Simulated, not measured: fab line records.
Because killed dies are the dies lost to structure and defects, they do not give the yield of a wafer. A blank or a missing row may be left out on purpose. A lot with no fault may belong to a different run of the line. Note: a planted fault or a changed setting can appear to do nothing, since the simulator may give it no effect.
Chamber matching    flow nandHarc    4 sister chambers for NHARC_P_BONDPAD_DESCUM_11 on rieDiel-11
The step chemistry O2, time 3 s. 8 wafers are shown with their chamber, then 10 later ones without.

== WAFERS, EACH WITH ITS CHAMBER ==
wafer   chamber  drypumpMotorCurrentA (A)  oesProductAu (a.u.)
L081.4  2        6.5                       0.994
L081.6  3        4.9                       1.014
L081.1  1        6.5                       0.998
L082.2  2        6.4                       0.998
L082.4  1        6.5                       1.009
L082.6  0        6.4                       1.031
L085.1  3        4.9                       1.017
L085.2  0        6.3                       1.028

== WAFERS MISSING THEIR CHAMBER ==
wafer   drypumpMotorCurrentA (A)  oesProductAu (a.u.)
L085.6  6.4                       1.000
L088.2  6.5                       1.000
L088.3  4.9                       0.995
L088.5  6.4                       0.987
L090.2  6.4                       0.994
L090.3  6.5                       1.004
L090.5  6.4                       0.989
L090.1  6.4                       1.010
L090.4  4.9                       1.001
L090.6  6.5                       1.003

== EACH ONE'S CHAMBER ==
wafer   from the rows above      in truth
L085.6  can't be placed: 2 or 1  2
L088.2  can't be placed: 1 or 2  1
L088.3  3                        3
L088.5  can't be placed: 2 or 1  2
L090.2  can't be placed: 2 or 1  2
L090.3  can't be placed: 1 or 2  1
L090.5  can't be placed: 2 or 1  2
L090.1  can't be placed: 1 or 2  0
L090.4  3                        3
L090.6  can't be placed: 1 or 2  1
Placed correctly: 2 of 10. Can't be placed from these rows: 8 (the true chamber is among the candidates in 7). Number placed wrongly: 0.
How it was worked out, from the rows above alone: a wafer's distance from a chamber is the root of the sum, over the readings, of the square of ((its reading less the chamber's mean) divided by the reading's scatter). The wafer belongs to the nearest chamber; if the next one is less than 2 further off, it can't be placed. The mean given for a chamber averages the wafers shown for that chamber. The scatter: take each reading less its chamber's mean, square it, sum over the shown wafers, divide by the number of wafers less the number of chambers, and take the root.
